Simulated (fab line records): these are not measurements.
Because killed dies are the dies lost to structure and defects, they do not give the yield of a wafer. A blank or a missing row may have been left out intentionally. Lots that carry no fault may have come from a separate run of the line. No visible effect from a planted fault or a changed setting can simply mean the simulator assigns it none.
Matching of chambers + flow nand_harc + NHARC_A_M0_DESCUM_14 on rie_diel-13 has 4 sister chambers
The step chemistry O2, time 3 s. 7 wafers are shown with their chamber, then 7 later ones without.

## EACH WAFER AND ITS CHAMBER
| wafer  | chamber | drypump_motor_current_A (A) | showerhead_plenum_p_Torr (Torr) |
|--------|---------|-----------------------------|---------------------------------|
| L077.5 | 1       | 5.4                         | 1.97                            |
| L082.6 | 0       | 5.3                         | 1.95                            |
| L084.1 | 3       | 4.8                         | 2.00                            |
| L084.3 | 2       | 6.5                         | 1.84                            |
| L084.6 | 2       | 6.5                         | 1.84                            |
| L092.2 | 3       | 4.8                         | 1.99                            |
| L092.5 | 0       | 5.2                         | 1.94                            |

## WAFERS WITH NO CHAMBER GIVEN
| wafer  | drypump_motor_current_A (A) | showerhead_plenum_p_Torr (Torr) |
|--------|-----------------------------|---------------------------------|
| L092.6 | 5.4                         | 1.97                            |
| L096.4 | 5.2                         | 1.94                            |
| L096.5 | 6.5                         | 1.84                            |
| L096.6 | 5.4                         | 1.97                            |
| L094.2 | 5.4                         | 1.97                            |
| L094.3 | 4.8                         | 1.99                            |
| L094.4 | 6.5                         | 1.84                            |

## CHAMBER TAKEN BY EACH
| wafer  | from the rows above | in truth |
|--------|---------------------|----------|
| L092.6 | 1                   | 1        |
| L096.4 | 0                   | 0        |
| L096.5 | 2                   | 2        |
| L096.6 | 1                   | 1        |
| L094.2 | 1                   | 1        |
| L094.3 | 3                   | 3        |
| L094.4 | 2                   | 2        |
Correct placement for 7 of the 7. Number that these rows cannot place: 0. Number placed wrongly: 0.
How it was worked out, from the rows above alone: a wafer's distance from a chamber is the root of the sum, over the readings, of the square of ((its reading less the chamber's mean) divided by the reading's scatter). The wafer belongs to the nearest chamber; if the next one is less than 2 further off, it can't be placed. The mean given for a chamber averages the wafers shown for that chamber. The scatter: the root of (the sum of the squares of (reading less its chamber's mean) over the shown wafers, divided by (wafers less chambers)).
